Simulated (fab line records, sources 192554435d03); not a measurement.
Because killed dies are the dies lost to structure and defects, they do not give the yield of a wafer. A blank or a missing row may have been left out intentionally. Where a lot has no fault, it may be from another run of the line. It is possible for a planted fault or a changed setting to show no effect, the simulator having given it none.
A single fault, viewed from 3 desks | flow n5Finfet | only its own numbers are on each desk; what lay behind them is given at the end

== TOOL OWNER'S DESK, krfScanner-01 ==
The tool's own readings at N5_BEOL_M15_EXPOSE_07 (exposes mask V14): means of the sampled wafers that have a number, for each lot that ran on this tool. If a lot's mean is further than 4 standard deviations from the usual mean, the lot is out of limits and carries the mark OUT (the distance appears in the brackets).
Columns: A = exposureDoseMJCm2 at N5_BEOL_M15_EXPOSE_07, usual 41.21
lot  | first seen here | A
L874 | day 14 16:27    | 41.20
L877 | day 15 03:10    | 41.25
L880 | day 15 20:04    | 41.22
This desk's finding: nothing out of limits on any of the 3 lots.

== THE METROLOGY DESK ==
Means of the sampled wafers that have a number, per lot and without regard to the tool the lot ran on: this is what the gauges read. If a lot's mean is further than 4 standard deviations from the usual mean, the lot is out of limits and carries the mark OUT (the distance appears in the brackets).
Columns: A = M14_THK at N5_BEOL_M14_THK_MEAS_50, usual 536 nm; B = M14_RS at N5_BEOL_M14_RS_MEAS_54, usual 0.0331 ohm/sq; C = M15_ILD_THK at N5_BEOL_M15_THK_MEAS_01, usual 1632 nm; D = cdNm at N5_BEOL_M15_CD_MEAS_10, usual 359.5 nm; E = V14_OVL at N5_BEOL_M15_OVL_MEAS_11, usual 5 nm
lot  | first seen here | A   | B      | C    | D                | E
L863 | day 11 09:15    | 529 | 0.0335 | 1628 | 358.4            | 7
L874 | day 14 15:52    | 543 | 0.0327 | 1632 | 358.8            | 6
L877 | day 15 02:28    | 537 | 0.0332 | 1614 | 372.1 (+8.4) OUT | 9
L880 | day 15 19:22    | 546 | 0.0332 | 1651 | 367.5 (+5.3) OUT | 6
L884 | day 17 07:42    | 542 | 0.0328 | 1631 | 359.2            | 5
L885 | day 17 08:11    | 531 | 0.0330 | 1641 | 361.3            | 7
This desk's verdict: out of limits on L877, L880, starting with L877 at day 15 03:20 (cdNm at N5_BEOL_M15_CD_MEAS_10). L863, L874, L884, L885 stayed within limits.

== THE DEFECT DESK ==
Lot by lot, what the route's inspections counted, given as the mean of those sampled wafers with a number. If a lot's mean is further than 4 standard deviations from the usual mean, the lot is out of limits and carries the mark OUT (the distance appears in the brackets).
Columns: A = rawDefectCount at N5_BEOL_M14_INSPECT_55, usual 69
lot  | first seen here | A
L863 | day 11 09:25    | 61
L874 | day 14 16:01    | 63
L877 | day 15 02:38    | 68
L880 | day 15 19:31    | 49
L884 | day 17 07:51    | 54
L885 | day 17 08:20    | 62
This desk's finding: nothing out of limits on any of the 6 lots.

== BROUGHT TOGETHER ==
At day 15 03:20 the metrology desk could have sounded an alarm, on L877, L880.
Nothing out of limits was seen by the tool owner's desk.
The defect desk saw nothing out of limits.
The tool owner's desk has L877, L880 on record, within its limits.
The defect desk has L877, L880 on record, within its limits.
N5_BEOL_M15_EXPOSE_07 was run on krfScanner-01 by each of the lots named.

== WHAT THE SIMULATOR HAD PUT IN ==
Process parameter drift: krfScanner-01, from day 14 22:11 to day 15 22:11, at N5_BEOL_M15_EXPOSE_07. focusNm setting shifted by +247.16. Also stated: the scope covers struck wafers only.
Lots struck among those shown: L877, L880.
Delay in hours, fault start to first out-of-limits reading, per desk: metrology desk 5.
